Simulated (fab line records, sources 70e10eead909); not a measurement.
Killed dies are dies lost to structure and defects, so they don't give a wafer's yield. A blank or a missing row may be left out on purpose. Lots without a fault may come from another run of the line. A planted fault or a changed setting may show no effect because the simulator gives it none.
Chamber matching | flow nand_harc | NHARC_A_CHANNEL_FILL_D1_ALD_02 on ald_hk-04: 4 sister chambers
The step deposits SiO2, target thk 6 nm, pulse time 10 s, ald cycles 60. 8 wafers are shown with their chamber, then 7 later ones without.

WAFERS WITH THEIR CHAMBER
wafer  | chamber | heater_power_outer_w (W) | heater_power_w (W)
L078.3 | 3       | 273                      | 482
L084.4 | 3       | 273                      | 493
L084.5 | 0       | 193                      | 368
L087.1 | 2       | 261                      | 458
L087.2 | 1       | 266                      | 491
L087.6 | 1       | 267                      | 487
L086.1 | 2       | 259                      | 454
L086.3 | 0       | 201                      | 369

WAFERS WITHOUT THEIR CHAMBER
wafer  | heater_power_outer_w (W) | heater_power_w (W)
L086.5 | 267                      | 485
L095.2 | 264                      | 496
L095.4 | 195                      | 380
L095.5 | 268                      | 449
L096.1 | 264                      | 500
L096.4 | 199                      | 366
L096.5 | 263                      | 509

WHICH CHAMBER EACH WENT THROUGH
wafer  | from the rows above     | in truth
L086.5 | can't be placed: 1 or 3 | 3
L095.2 | can't be placed: 1 or 3 | 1
L095.4 | 0                       | 0
L095.5 | 2                       | 2
L096.1 | can't be placed: 1 or 3 | 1
L096.4 | 0                       | 0
L096.5 | can't be placed: 1 or 3 | 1
Placed correctly: 3 of 7. Can't be placed from these rows: 4 (the true chamber is among the candidates in 4). Placed wrongly: 0.
How it was worked out, from the rows above alone: a wafer's distance from a chamber is the root of the sum, over the readings, of the square of ((its reading less the chamber's mean) divided by the reading's scatter). The wafer belongs to the nearest chamber; if the next one is less than 2 further off, it can't be placed. A chamber's mean is the mean of its shown wafers. The scatter: the root of (the sum of the squares of (reading less its chamber's mean) over the shown wafers, divided by (wafers less chambers)).
